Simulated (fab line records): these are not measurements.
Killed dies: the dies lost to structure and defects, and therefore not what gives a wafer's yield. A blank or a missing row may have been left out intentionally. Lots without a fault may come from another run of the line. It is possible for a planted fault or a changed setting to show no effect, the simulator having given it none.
fab line records	flow nand_harc
record: lots: 12	wafers: 36	last_day: 33
route steps=1302 shown A_M1@1192 THIN_TSV@1267 END@1302
lots that met no fault: taken from a fault-free run of the same line
start_h: start of the lot's first displayed wafer, in hours after the record's first day	wait_h: hours from the lot's prior step to this one	" repeats the value in the row above	L1.1+2: one row covering several wafers at once	- no value present, or no start provided	* or withheld: withheld	< > ~ a bound
route shown NAME@n: NAME is a module with steps in the file, n the number in the route of the first one	usual: mean/standard deviation of fault-free wafers	same: alike in all rows	chamber/n: place in a boat	sites: per-site readings	_std_site: how widely they spread, as a standard deviation	_edge_site: mean of outer sites minus mean of inner sites	radius_mm: for every site, how far away it sits from the centre of the wafer	mask NAME#n: copy n	behind: tool/chamber where the wafer was last shaped	hold: why the lot was held/for how many hours/how that ended	device: the n, p or np transistor that did not switch	end of line: tests run on the same wafers once the route is complete	step lacking rows: just its recipe	killed: dies that structure and defects cost at the first sort, which is not the same as the wafer's yield	map: a wafer's dies, x killed, . not, _ none there
set.NAME: the run value of the setting; set.NAME@STEP: its run value at that earlier step	model.NAME: the simulator's own value behind a step, which no gauge read
route steps across a sampled set of lots; one table per step, one row per wafer
services: the hour from which a tool's chamber was out of use, counted from the record's first day as start_h (under 0 if before that day), plus the number of hours and why
== steps ==
step: NHARC_A_M1_PVD_21
recipe: target_thk_a: 300	chamber_pressure_pa: 5	power_w: 5000	substrate_temp_c: 30	time_s: 20.49	material: Cu
usual: throttle_valve_pct: 30.5/0.78
lot.wafer	tool	chamber	start_h	wait_h	throttle_valve_pct
L187.1	pvd_sputter-01	-	521.87	-	30.4
L187.2	"	-	"	"	29.9
L187.5	"	-	"	"	30.5
L189.1	pvd_sputter-01	-	537.38	-	30.0
L189.3	"	-	"	"	30.8
L189.6	"	-	"	"	29.9
L188.2	pvd_sputter-02	-	538.29	-	31.4
L188.1	"	-	"	"	31.2
L188.5	"	-	"	"	30.2
L190.1	pvd_sputter-02	-	560.48	-	30.3
L190.2	"	-	"	"	31.5
L190.5	"	-	"	"	30.3
L191.4	pvd_sputter-02	-	571.58	-	31.0
L191.6	"	-	"	"	30.2
L191.5	"	-	"	"	31.5
L195.4	pvd_sputter-03	-	593.25	-	29.6
L195.2	"	-	"	"	30.3
L195.6	"	-	"	"	28.6
L193.4	pvd_sputter-03	-	600.13	-	30.2
L193.2	"	-	"	"	30.4
L193.5	"	-	"	"	28.7
L196.2	pvd_sputter-03	-	627.70	-	29.5
L196.3	"	-	"	"	28.6
L196.5	"	-	"	"	30.4
L198.3	pvd_sputter-03	-	630.20	-	30.2
L198.1	"	-	"	"	29.4
L198.6	"	-	"	"	30.2
L199.4	pvd_sputter-03	-	641.65	-	30.2
L199.2	"	-	"	"	28.7
L199.6	"	-	"	"	28.5
L207.1	pvd_sputter-03	-	719.18	-	29.5
L207.4	"	-	"	"	30.3
L207.5	"	-	"	"	29.5
L210.4	pvd_sputter-03	-	765.00	-	30.7
L210.3	"	-	"	"	28.9
L210.1	"	-	"	"	29.4
step: NHARC_THIN_TSV_DEP_47
recipe: target_thk_a: 2000	temp_c: withheld	pressure_torr: 6.5	rf_w: 900	teos_flow_sccm: 161.4	flow_sccm: 2650	target_thk_nm: 200	gas: O2	material: SiO2
usual: flow_sccm: 2650/7.8	rf_fwd_power_W: 897.4/2.8	throttle_valve_pct: 16.0/0.4
lot.wafer	tool	chamber	start_h	wait_h	flow_sccm	rf_fwd_power_W	throttle_valve_pct
L187.1	pecvd-01	2	541.47	-	2663	901.3	15.7
L187.2	"	1	"	"	2646	895.4	15.4
L187.5	"	2	"	"	2647	898.2	15.5
L189.3	pecvd-01	0	559.35	-	2650	899.8	15.7
L189.1	"	2	"	"	2655	896.0	15.9
L189.6	"	2	"	"	2667	897.8	15.8
L188.1	pecvd-04	2	560.71	-	2644	898.0	16.2
L188.2	"	0	"	"	2643	895.3	15.5
L188.5	"	2	"	"	2636	894.7	16.3
L190.2	pecvd-03	1	608.37	-	2653	899.2	16.2
L190.1	"	2	"	"	2657	897.8	16.3
L190.5	"	0	"	"	2655	895.3	16.0
L191.5	pecvd-01	2	611.05	-	2655	896.9	15.9
L191.4	"	0	"	"	2644	894.1	15.4
L191.6	"	1	"	"	2644	898.0	15.6
L195.2	pecvd-03	2	616.35	-	2651	900.9	16.6
L195.4	"	1	"	"	2652	897.1	16.2
L195.6	"	2	"	"	2642	900.7	16.3
L193.2	pecvd-01	2	620.63	-	2650	899.0	15.8
L193.4	"	0	"	"	2653	901.1	16.0
L193.5	"	2	"	"	2648	894.1	15.7
L196.3	pecvd-01	2	652.69	-	2668	889.1	15.9
L196.2	"	0	"	"	2648	894.7	15.8
L196.5	"	1	"	"	2653	899.6	15.7
L198.1	pecvd-01	1	653.06	-	2646	899.4	15.8
L199.2	pecvd-01	2	662.52	-	2648	896.0	15.6
L199.6	"	0	"	"	2645	893.8	15.7
L207.1	pecvd-01	2	739.25	-	2648	899.9	16.0
L207.5	"	1	"	"	2650	893.2	16.1
L207.4	"	2	"	"	2646	903.3	15.7
L210.3	pecvd-03	2	786.65	-	2649	893.9	16.5
L210.1	"	0	"	"	2653	901.8	15.5
L210.4	"	1	"	"	2649	895.9	16.4
step: NHARC_THIN_TSV_DEGAS_53
recipe: temp_c: 300	time_s: 60
usual: heater_power_w: 467/42
lot.wafer	tool	chamber	start_h	wait_h	heater_power_w
L187.2	pvd_sputter-01	-	544.42	0.1	552
L187.1	"	-	"	"	431
L187.5	"	-	"	"	455
L189.3	pvd_sputter-03	-	562.41	0.1	515
L189.1	"	-	"	"	436
L189.6	"	-	"	"	499
L188.2	pvd_sputter-01	-	563.60	0.1	536
L188.1	"	-	"	"	457
L188.5	"	-	"	"	539
L190.1	pvd_sputter-02	-	611.34	0.1	384
L190.2	"	-	"	"	541
L190.5	"	-	"	"	381
L191.4	pvd_sputter-01	-	614.09	0.1	515
L191.5	"	-	"	"	483
L191.6	"	-	"	"	478
L195.2	pvd_sputter-02	-	619.24	0.1	536
L195.4	"	-	"	"	387
L195.6	"	-	"	"	545
L193.4	pvd_sputter-03	-	623.82	0.1	505
L193.2	"	-	"	"	489
L193.5	"	-	"	"	491
L196.2	pvd_sputter-03	-	656.14	0.1	510
L196.3	"	-	"	"	443
L196.5	"	-	"	"	493
L198.1	pvd_sputter-02	-	656.28	0.1	493
L199.2	pvd_sputter-03	-	665.43	0.1	491
L199.6	"	-	"	"	481
L207.4	pvd_sputter-02	-	742.11	0.1	449
L207.1	"	-	"	"	399
L207.5	"	-	"	"	433
L210.4	pvd_sputter-02	-	789.58	0.1	397
L210.3	"	-	"	"	523
L210.1	"	-	"	"	499
step: NHARC_THIN_TSV_ETCH_59
recipe: target_depth_a: 8800	icp_w: 900	bias_w: 100	Cl2_flow_sccm: 60	bcl3_flow_sccm: 30	time_s: 138.1	chemistry: Cl2/BCl3
usual: drypump_motor_current_A: 5.9/0.53	oes_product_au: 0.995/0.013	rf_fwd_power_W: 895/3.2	throttle_valve_pct: 22.266/0.0092
lot.wafer	tool	chamber	start_h	wait_h	drypump_motor_current_A	oes_product_au	rf_fwd_power_W	rf_hours_counter_h	throttle_valve_pct
L187.2	rie_metal-02	1	545.82	0.1	6.1	0.983	898	1.2	22.268
L187.1	"	0	"	"	6.8	0.999	897	1.2	22.277
L187.5	"	0	"	"	6.8	0.999	898	-	22.280
L189.1	rie_metal-02	1	563.83	0.1	6.1	0.984	899	1.4	22.273
L189.3	"	1	"	"	6.1	0.989	898	-	22.258
L189.6	"	0	"	"	6.8	1.007	894	-	22.265
L188.2	rie_metal-03	0	565.04	0.1	5.5	0.983	889	0.9	22.268
L188.1	"	1	"	"	6.1	1.002	891	0.9	22.277
L188.5	"	0	"	"	5.6	0.985	891	-	22.247
L190.1	rie_metal-01	0	612.77	0.1	5.4	1.000	898	0.3	22.275
L190.2	"	1	"	"	5.5	0.982	895	0.3	22.275
L190.5	"	1	"	"	5.5	0.985	897	-	22.281
L191.4	rie_metal-03	1	615.47	0.2	6.2	1.005	894	-	22.277
L191.5	"	0	"	"	5.5	0.978	891	-	22.257
L191.6	"	1	"	"	6.2	1.001	891	-	22.265
L195.2	rie_metal-01	1	620.54	0.1	5.5	0.990	897	0.5	22.271
L195.4	"	1	"	"	5.5	0.987	898	-	22.261
L195.6	"	1	"	"	5.5	0.991	900	-	22.250
L193.2	rie_metal-01	0	625.18	0.1	5.3	1.002	898	1.0	22.262
L193.4	"	0	"	"	5.3	1.001	899	-	22.274
L193.5	"	0	"	"	5.3	1.003	900	-	22.268
L196.2	rie_metal-02	1	657.46	0.1	6.1	0.985	895	0.2	22.255
L196.3	"	1	"	"	6.1	0.984	899	-	22.268
L196.5	"	1	"	"	6.1	0.985	899	-	22.252
L198.1	rie_metal-01	1	657.75	0.2	5.5	0.993	896	1.3	22.270
L199.2	rie_metal-01	1	666.74	0.1	5.5	0.994	899	1.5	22.274
L199.6	"	1	"	"	5.5	1.008	898	-	22.267
L207.1	rie_metal-01	0	743.73	0.1	5.3	1.014	891	3.0	22.275
L207.4	"	1	"	"	5.5	1.009	893	-	22.265
L207.5	"	1	"	"	5.5	1.022	897	-	22.286
L210.1	rie_metal-02	0	791.03	0.1	6.8	1.004	895	2.7	22.258
L210.3	"	1	"	"	6.1	0.992	894	-	22.270
L210.4	"	0	"	"	6.8	0.996	892	-	22.285
step: NHARC_END_SORT_01
recipe: temp_c: 25
usual: defect_limited_yield: 91.2/2.6	killed_at_array: 55/17	killed_at_other: 0.9/1.2	killed_at_periphery: 3.7/2.5	killed_dies: 59/18	killed_open: 3.4/1.9	killed_short: 2.6/1.6	sort_bin_2_pct: 3.1/1.2	sort_bin_3_pct: 0.7/0.4	sort_bin_4_pct: 4.9/1.4	sort_n_pass: 618/18	sort_rim_yield_pct: 93/3.7	sort_yield_pct: 91.2/2.6
same: gross_dies: 677	sort_bin_5_pct[%]: 0	sort_bin_6_pct[%]: 0	sort_bin_7_pct[%]: 0	sort_bin_8_pct[%]: 0	sort_rim_n_gross: 106.00
lot.wafer	tool	chamber	start_h	wait_h	defect_limited_yield[%]	killed_at_array	killed_at_other	killed_at_periphery	killed_dies	killed_open	killed_short	sort_bin_2_pct[%]	sort_bin_3_pct[%]	sort_bin_4_pct[%]	sort_n_pass	sort_rim_yield_pct[%]	sort_yield_pct[%]
L187.1	prober-01	0	562.27	2.5	89.5	64	1	6	71	7	4	4.1	0.9	5.5	606	99	89.5
L187.2	prober-01	0	563.06	2.8	91.4	55	0	3	58	5	1	3.1	0.9	4.6	619	90	91.4
L187.5	prober-01	0	565.43	3.7	91.9	52	2	1	55	3	5	2.4	0.6	5.2	622	93	91.9
L189.1	prober-01	0	572.71	2.6	92.9	38	2	8	48	6	4	2.7	0.3	4.1	629	89	92.9
L189.3	prober-01	0	574.31	3.1	92.2	44	1	8	53	1	1	2.1	0.3	5.5	624	91	92.2
L189.6	prober-01	0	576.70	4.0	94.2	35	0	4	39	3	3	1.2	1.0	3.5	638	89	94.2
L188.1	prober-01	0	580.49	2.5	92.5	49	1	1	51	2	5	2.5	0.6	4.4	626	96	92.5
L188.2	prober-01	0	581.28	2.8	92.9	44	1	3	48	2	4	2.2	0.3	4.6	629	98	92.9
L188.5	prober-01	0	583.64	3.6	91.0	57	0	4	61	3	6	3.7	0.3	5.0	616	93	91.0
L190.1	prober-01	0	631.66	2.5	89.8	61	2	6	69	4	0	4.4	0.7	5.0	608	91	89.8
L190.2	prober-01	0	632.45	2.8	90.1	57	4	6	67	3	0	3.5	1.3	5.0	610	92	90.1
L190.5	prober-01	0	634.83	3.7	90.7	56	4	3	63	0	2	3.2	1.2	4.9	614	98	90.7
L191.4	prober-02	0	638.19	3.4	88.8	73	0	3	76	4	3	4.1	1.5	5.6	601	90	88.8
L191.5	prober-02	0	638.99	3.7	89.2	71	0	2	73	3	1	3.5	1.5	5.8	604	96	89.2
L191.6	prober-02	0	639.78	4.0	89.5	70	0	1	71	10	2	4.3	0.6	5.6	606	91	89.5
L195.2	prober-02	0	644.38	2.8	95.3	30	1	1	32	2	1	1.5	0.3	3.0	645	91	95.3
L195.4	prober-02	0	645.98	3.4	94.8	31	1	3	35	2	1	1.6	0	3.5	642	100	94.8
L195.6	prober-02	0	647.57	4.0	95.9	25	3	0	28	4	1	1.6	0.1	2.4	649	98	95.9
L193.2	prober-01	0	648.10	2.8	87.9	78	0	4	82	6	2	5.2	0.6	6.4	595	97	87.9
L193.4	prober-01	0	649.71	3.4	88.6	73	1	3	77	3	2	4.0	1.5	5.9	600	91	88.6
L193.5	prober-01	0	650.52	3.7	87.3	84	0	2	86	3	6	5.6	1.0	6.1	591	96	87.3
L196.2	prober-01	0	666.26	2.8	88.2	71	5	4	80	3	5	4.0	1.2	6.6	597	92	88.2
L196.3	prober-01	0	667.05	3.1	87.7	73	3	7	83	1	1	4.0	1.2	7.1	594	89	87.7
L196.5	prober-01	0	668.63	3.6	86.6	82	3	6	91	3	3	4.9	0.9	7.7	586	97	86.6
L198.1	prober-01	0	673.21	2.5	91.6	50	0	7	57	4	5	3.8	0.9	3.7	620	94	91.6
L198.3	prober-01	0	674.81	3.1	0	671	0	6	677	3	2	93.5	0.4	6.1	0	0	0
L198.6	prober-01	0	677.22	4.0	0	665	0	12	677	1	2	92.3	1.0	6.6	0	0	0
L199.2	prober-02	0	678.98	2.8	90.7	63	0	0	63	2	3	4.1	0.7	4.4	614	95	90.7
L199.4	prober-02	0	680.62	3.5	0	673	0	4	677	0	1	93.5	0.9	5.6	0	0	0
L199.6	prober-02	0	682.25	4.1	91.0	54	1	6	61	4	0	3.7	0.4	4.9	616	91	91.0
L207.1	prober-01	0	752.61	2.5	90.3	60	0	6	66	4	1	4.0	0.7	5.0	611	94	90.3
L207.4	prober-01	0	755.00	3.4	95.0	28	1	5	34	1	2	2.1	0.3	2.7	643	90	95.0
L207.5	prober-01	0	755.80	3.7	95.0	32	0	2	34	2	1	2.1	0.1	2.8	643	88	95.0
L210.1	prober-01	0	798.52	2.5	95.3	30	0	2	32	3	3	1.6	0.4	2.7	645	91	95.3
L210.3	prober-01	0	800.12	3.1	94.7	34	1	1	36	3	3	1.8	0.3	3.2	641	91	94.7
L210.4	prober-01	0	800.92	3.4	92.9	47	0	1	48	2	4	2.7	0.3	4.1	629	100	92.9
killed by level:class
L187.1 A_CHANNEL_HOLE_D2:chamber_film_flake=40 A_CONTACT:chamber_film_flake=9 A_STAIRCASE:chamber_film_flake=4 P_GATE:geometric_particle:open=2 P_CONTACT:geometric_particle:open=1 P_CONTACT:geometric_particle:short=1 A_CHANNEL_FILL_D1:geometric_particle:short=1 A_ONON_D2:geometric_particle:open=1
L187.2 A_CHANNEL_HOLE_D2:chamber_film_flake=32 A_STAIRCASE:chamber_film_flake=8 A_CONTACT:chamber_film_flake=6 A_BLC:geometric_particle:open=2 A_CHANNEL_HOLE_D1:chamber_film_flake=2 P_GATE:geometric_particle:open=1 P_M0:geometric_particle:open=1 A_WL_FILL:chamber_film_flake=1
L187.5 A_CHANNEL_HOLE_D2:chamber_film_flake=30 A_CONTACT:chamber_film_flake=8 A_CHANNEL_FILL_D1:geometric_particle:short=2 A_STAIRCASE:chamber_film_flake=2 A_WL_FILL:chamber_film_flake=2 THIN_TSV:chamber_film_flake=2 A_ONON_D1:geometric_particle:open=1 A_ONON_D2:geometric_particle:short=1
L189.1 A_SLIT:chamber_film_flake=18 A_CHANNEL_HOLE_D2:chamber_film_flake=7 P_M0:geometric_particle:open=3 P_ZERO_WELL:chamber_film_flake=2 P_M0:chamber_film_flake=2 A_STAIRCASE:chamber_film_flake=2 A_WL_FILL:chamber_film_flake=2 A_CONTACT:chamber_film_flake=2
L189.3 A_SLIT:chamber_film_flake=28 A_CHANNEL_HOLE_D2:chamber_film_flake=8 P_M0:chamber_film_flake=5 A_CONTACT:chamber_film_flake=3 P_ZERO_WELL:chamber_film_flake=2 A_WL_FILL:chamber_film_flake=2 P_M0:geometric_particle:open=1 A_CHANNEL_FILL_D1:geometric_particle:short=1
L189.6 A_SLIT:chamber_film_flake=16 A_CHANNEL_HOLE_D1:chamber_film_flake=4 A_CHANNEL_HOLE_D2:chamber_film_flake=4 A_WL_FILL:chamber_film_flake=4 P_CONTACT:geometric_particle:open=2 A_WL_FILL:geometric_particle:short=2 A_CONTACT:chamber_film_flake=2 A_ONON_D2:geometric_particle:short=1
L188.1 A_CHANNEL_HOLE_D1:chamber_film_flake=30 A_CHANNEL_HOLE_D2:chamber_film_flake=5 A_STAIRCASE:chamber_film_flake=4 A_CONTACT:chamber_film_flake=4 A_CHANNEL_FILL_D2:geometric_particle:short=3 P_M0:geometric_particle:short=1 A_SGD_CUT:geometric_particle:short=1 A_WL_FILL:geometric_particle:open=1
L188.2 A_CHANNEL_HOLE_D1:chamber_film_flake=27 A_STAIRCASE:chamber_film_flake=6 A_CHANNEL_HOLE_D2:chamber_film_flake=4 A_CHANNEL_FILL_D1:geometric_particle:short=2 P_GATE:chamber_film_flake=2 P_M0:geometric_particle:short=1 A_ONON_D1:geometric_particle:open=1 A_ONON_D2:geometric_particle:open=1
L188.5 A_CHANNEL_HOLE_D1:chamber_film_flake=36 A_CHANNEL_HOLE_D2:chamber_film_flake=5 A_STAIRCASE:chamber_film_flake=5 A_CONTACT:chamber_film_flake=2 P_M0:geometric_particle:short=1 P_M2:geometric_particle:short=1 A_ONON_D1:geometric_particle:short=1 A_CHANNEL_FILL_D1:geometric_particle:open=1
L190.1 A_CHANNEL_HOLE_D2:chamber_film_flake=31 A_SLIT:chamber_film_flake=17 A_STAIRCASE:chamber_film_flake=4 A_CHANNEL_HOLE_D1:chamber_film_flake=3 A_CONTACT:chamber_film_flake=3 P_M1:chamber_film_flake=2 THIN_TSV:chamber_film_flake=2 P_M0:geometric_particle:open=1
L190.2 A_CHANNEL_HOLE_D2:chamber_film_flake=25 A_SLIT:chamber_film_flake=23 A_STAIRCASE:chamber_film_flake=4 THIN_TSV:chamber_film_flake=4 P_M1:chamber_film_flake=2 P_CONTACT:geometric_particle:open=1 P_BONDPAD:geometric_particle:open=1 A_DECK1_JOINT:geometric_particle:open=1
L190.5 A_CHANNEL_HOLE_D2:chamber_film_flake=24 A_SLIT:chamber_film_flake=22 THIN_TSV:chamber_film_flake=4 P_M1:chamber_film_flake=2 A_CHANNEL_HOLE_D1:chamber_film_flake=2 A_DECK1_JOINT:chamber_film_flake=2 A_STAIRCASE:chamber_film_flake=2 A_CONTACT:chamber_film_flake=2
L191.4 A_CHANNEL_HOLE_D1:chamber_film_flake=33 A_SLIT:chamber_film_flake=18 A_STAIRCASE:chamber_film_flake=8 A_CONTACT:chamber_film_flake=5 A_WL_FILL:geometric_particle:short=3 A_CHANNEL_HOLE_D2:chamber_film_flake=3 P_STI:chamber_film_flake=2 P_CONTACT:geometric_particle:open=1
L191.5 A_CHANNEL_HOLE_D1:chamber_film_flake=31 A_SLIT:chamber_film_flake=23 A_CHANNEL_HOLE_D2:chamber_film_flake=9 A_STAIRCASE:chamber_film_flake=4 P_CONTACT:geometric_particle:open=1 A_CHANNEL_HOLE_D1:geometric_particle:open=1 A_CHANNEL_FILL_D2:geometric_particle:open=1 A_WL_FILL:geometric_particle:short=1
L191.6 A_CHANNEL_HOLE_D1:chamber_film_flake=36 A_SLIT:chamber_film_flake=14 A_STAIRCASE:chamber_film_flake=4 A_CHANNEL_HOLE_D2:chamber_film_flake=3 A_ONON_D1:geometric_particle:open=2 A_DECK1_JOINT:geometric_particle:open=2 A_CONTACT:chamber_film_flake=2 P_M0:geometric_particle:open=1
L195.2 A_CHANNEL_HOLE_D2:chamber_film_flake=15 A_BONDPAD:chamber_film_flake=5 A_CHANNEL_FILL_D2:chamber_film_flake=2 A_STAIRCASE:chamber_film_flake=2 A_ONON_D1:geometric_particle:open=1 A_CHANNEL_HOLE_D1:geometric_particle:open=1 A_CHANNEL_FILL_D1:geometric_particle:short=1 P_STI:chamber_film_flake=1
L195.4 A_CHANNEL_HOLE_D2:chamber_film_flake=14 A_BONDPAD:chamber_film_flake=5 A_CHANNEL_HOLE_D1:chamber_film_flake=3 A_CHANNEL_FILL_D2:chamber_film_flake=3 P_M2:chamber_film_flake=2 A_STAIRCASE:chamber_film_flake=2 A_CONTACT:chamber_film_flake=2 P_STI:geometric_particle:open=1
L195.6 A_CHANNEL_HOLE_D2:chamber_film_flake=10 THIN_TSV:chamber_film_flake=3 A_CHANNEL_HOLE_D1:chamber_film_flake=2 A_CHANNEL_FILL_D2:chamber_film_flake=2 A_STAIRCASE:chamber_film_flake=2 A_SLIT:chamber_film_flake=2 A_BONDPAD:chamber_film_flake=2 A_ONON_D1:geometric_particle:short=1
L193.2 A_CHANNEL_HOLE_D1:chamber_film_flake=25 A_CHANNEL_HOLE_D2:chamber_film_flake=23 A_SLIT:chamber_film_flake=20 A_SGD_CUT:chamber_film_flake=2 A_CONTACT:chamber_film_flake=2 P_STI:geometric_particle:open=1 P_GATE:geometric_particle:open=1 P_CONTACT:geometric_particle:short=1
L193.4 A_CHANNEL_HOLE_D1:chamber_film_flake=23 A_CHANNEL_HOLE_D2:chamber_film_flake=21 A_SLIT:chamber_film_flake=19 A_CONTACT:chamber_film_flake=5 P_CONTACT:geometric_particle:open=1 A_CHANNEL_FILL_D2:geometric_particle:short=1 A_STAIRCASE:geometric_particle:open=1 A_WL_FILL:geometric_particle:open=1
L193.5 A_CHANNEL_HOLE_D1:chamber_film_flake=26 A_SLIT:chamber_film_flake=23 A_CHANNEL_HOLE_D2:chamber_film_flake=17 A_CONTACT:chamber_film_flake=5 A_DECK1_JOINT:geometric_particle:short=2 P_M1:geometric_particle:short=1 A_SOURCE_PLATE:geometric_particle:open=1 A_CHANNEL_HOLE_D1:geometric_particle:open=1
L196.2 A_CHANNEL_HOLE_D1:chamber_film_flake=32 A_SLIT:chamber_film_flake=23 THIN_TSV:chamber_film_flake=5 A_CONTACT:chamber_film_flake=4 A_WL_FILL:geometric_particle:short=2 A_CHANNEL_HOLE_D2:unspecified=2 P_CONTACT:geometric_particle:open=1 P_M0:geometric_particle:short=1
L196.3 A_CHANNEL_HOLE_D1:chamber_film_flake=38 A_SLIT:chamber_film_flake=25 P_ZERO_WELL:chamber_film_flake=4 P_BONDPAD:chamber_film_flake=3 THIN_TSV:chamber_film_flake=3 A_CHANNEL_HOLE_D2:unspecified=2 A_STAIRCASE:chamber_film_flake=2 A_CONTACT:chamber_film_flake=2
L196.5 A_SLIT:chamber_film_flake=34 A_CHANNEL_HOLE_D1:chamber_film_flake=32 P_GATE:chamber_film_flake=5 A_ZERO_WELL:chamber_film_flake=4 A_ONON_D2:geometric_particle:short=3 THIN_TSV:chamber_film_flake=3 A_CHANNEL_FILL_D2:chamber_film_flake=2 P_M0:geometric_particle:open=1
L198.1 A_CHANNEL_HOLE_D1:chamber_film_flake=36 A_STAIRCASE:chamber_film_flake=4 P_CONTACT:geometric_particle:open=3 A_CONTACT:chamber_film_flake=3 A_CHANNEL_FILL_D1:geometric_particle:short=2 P_STI:chamber_film_flake=2 P_GATE:geometric_particle:open=1 P_CONTACT:geometric_particle:short=1
L198.3 A_M1:area_pvd=613 A_CHANNEL_HOLE_D1:chamber_film_flake=33 A_CONTACT:chamber_film_flake=7 A_STAIRCASE:chamber_film_flake=6 A_CHANNEL_FILL_D2:chamber_film_flake=4 P_ZERO_WELL:chamber_film_flake=3 P_STI:chamber_film_flake=2 A_ONON_D1:geometric_particle:short=1
L198.6 A_M1:area_pvd=608 A_CHANNEL_HOLE_D1:chamber_film_flake=31 P_STI:chamber_film_flake=9 A_STAIRCASE:chamber_film_flake=9 A_CHANNEL_FILL_D1:chamber_film_flake=4 A_CONTACT:chamber_film_flake=4 P_ZERO_WELL:chamber_film_flake=2 A_SLIT:chamber_film_flake=2
L199.2 A_CHANNEL_HOLE_D1:chamber_film_flake=32 A_CHANNEL_HOLE_D2:chamber_film_flake=12 A_SGD_CUT:chamber_film_flake=7 A_STAIRCASE:chamber_film_flake=4 A_ONON_D2:geometric_particle:short=1 A_CHANNEL_FILL_D2:geometric_particle:short=1 A_CHANNEL_FILL_D2:geometric_particle:open=1 A_SGD_CUT:geometric_particle:open=1
L199.4 A_M1:area_pvd=609 A_CHANNEL_HOLE_D1:chamber_film_flake=36 A_CHANNEL_HOLE_D2:chamber_film_flake=16 A_SLIT:chamber_film_flake=3 A_STAIRCASE:chamber_film_flake=3 P_ZERO_WELL:chamber_film_flake=2 P_CONTACT:chamber_film_flake=2 A_SGD_CUT:chamber_film_flake=2
L199.6 A_CHANNEL_HOLE_D1:chamber_film_flake=29 A_CHANNEL_HOLE_D2:chamber_film_flake=12 A_STAIRCASE:chamber_film_flake=6 P_CONTACT:chamber_film_flake=4 A_WL_FILL:geometric_particle:open=2 P_M0:geometric_particle:open=1 A_ONON_D1:geometric_particle:open=1 P_ZERO_WELL:chamber_film_flake=1
L207.1 A_SLIT:chamber_film_flake=39 A_CHANNEL_HOLE_D1:chamber_film_flake=8 A_CONTACT:chamber_film_flake=7 P_M1:chamber_film_flake=3 A_CONTACT:geometric_particle:open=2 P_CONTACT:geometric_particle:open=1 A_ONON_D1:geometric_particle:open=1 A_WL_FILL:geometric_particle:short=1
L207.4 A_SLIT:chamber_film_flake=16 A_CHANNEL_HOLE_D1:chamber_film_flake=8 P_M1:chamber_film_flake=4 A_CONTACT:chamber_film_flake=2 P_CONTACT:geometric_particle:open=1 A_WL_FILL:geometric_particle:short=1 STARTING-WAFER:geometric_particle:short=1 A_CHANNEL_HOLE_D2:chamber_film_flake=1
L207.5 A_SLIT:chamber_film_flake=20 A_CHANNEL_HOLE_D1:chamber_film_flake=4 A_CONTACT:chamber_film_flake=4 P_M1:chamber_film_flake=2 A_CHANNEL_FILL_D2:geometric_particle:short=1 A_CHANNEL_FILL_D2:geometric_particle:open=1 A_CONTACT:geometric_particle:open=1 A_CHANNEL_FILL_D2:chamber_film_flake=1
L210.1 A_SLIT:chamber_film_flake=18 P_M0:geometric_particle:open=2 A_ONON_D2:geometric_particle:short=2 A_CHANNEL_HOLE_D2:chamber_film_flake=2 A_WL_FILL:chamber_film_flake=2 A_WL_FILL:geometric_particle:short=1 A_M1:geometric_particle:open=1 A_ZERO_WELL:chamber_film_flake=1
L210.3 A_SLIT:chamber_film_flake=20 A_WL_FILL:geometric_particle:short=2 A_CHANNEL_HOLE_D1:chamber_film_flake=2 A_STAIRCASE:chamber_film_flake=2 A_WL_FILL:chamber_film_flake=2 P_M0:geometric_particle:open=1 A_CHANNEL_FILL_D1:geometric_particle:short=1 A_CHANNEL_FILL_D2:geometric_particle:open=1
L210.4 A_SLIT:chamber_film_flake=32 A_CONTACT:chamber_film_flake=5 A_CHANNEL_HOLE_D1:geometric_particle:short=2 A_CHANNEL_HOLE_D2:chamber_film_flake=2 A_CHANNEL_FILL_D1:geometric_particle:open=1 A_CHANNEL_FILL_D1:geometric_particle:short=1 A_CHANNEL_FILL_D2:geometric_particle:open=1 A_WL_FILL:geometric_particle:short=1
== services ==
tool	chamber	start_h	hours	kind
pvd_sputter-01	-	501.36	3.0	repair
pvd_sputter-02	-	518.63	1.7	repair
pvd_sputter-03	-	526.00	10.0	pm
pecvd-03	-	547.00	13.0	pm
pvd_sputter-03	-	554.89	0.7	repair
pecvd-03	0	571.66	3.6	repair
rie_metal-01	-	575.00	9.0	pm
pvd_sputter-01	-	582.00	10.0	pm
pvd_sputter-03	-	590.50	1.5	repair
rie_metal-01	0	599.62	1.3	repair
pvd_sputter-02	-	606.32	2.5	repair
pvd_sputter-01	-	625.73	0.6	repair
rie_metal-02	-	631.00	9.0	pm
pvd_sputter-02	-	638.00	10.0	pm
pvd_sputter-02	-	668.98	7.1	repair
pecvd-01	-	673.07	13.0	pm
pvd_sputter-03	-	704.00	10.0	pm
pvd_sputter-03	-	737.57	5.9	repair
pvd_sputter-01	-	740.82	4.2	repair
rie_metal-01	-	751.39	0.4	repair
rie_metal-01	-	752.00	9.0	pm
pecvd-01	1	757.46	4.8	repair
pvd_sputter-01	-	760.00	10.0	pm
pvd_sputter-01	-	779.41	4.4	repair
== key ==
first_sign: step: NHARC_END_SORT_01	reading: sort_bin_2_pct	direction: up	sigmas: 78	usual: 3.1	struck: 93.1
effect: step: NHARC_END_SORT_01	reading: killed_at_array	direction: up	sigmas: 36	usual: 55	struck: 670
more_kills_born_at: NHARC_A_M1_PVD_21@pvd_sputter-03: 1830
met_at NHARC_A_M1_PVD_21
struck_lots L198,L199
struck_wafers L198.3,L198.6,L199.4
later_rows_left_out L198.3,L198.6,L199.4
not_acting_at NHARC_THIN_TSV_DEP_47,NHARC_THIN_TSV_DEGAS_53,NHARC_THIN_TSV_ETCH_59
onset_between 600.13 630.20
fault: kind: process_parameter_drift	tool: pvd_sputter-03	chamber: -	onset_h: 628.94	steps: NHARC_A_M1_PVD_21	channel: target_thk_a	offset: *	shape: step	end_h: 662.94	acts_in: *	stated: *	scope: struck_wafers_only
later_rows_left_out: the simulator's readings of these wafers behind a module that went badly wrong aren't trusted and aren't shown, but for the sort
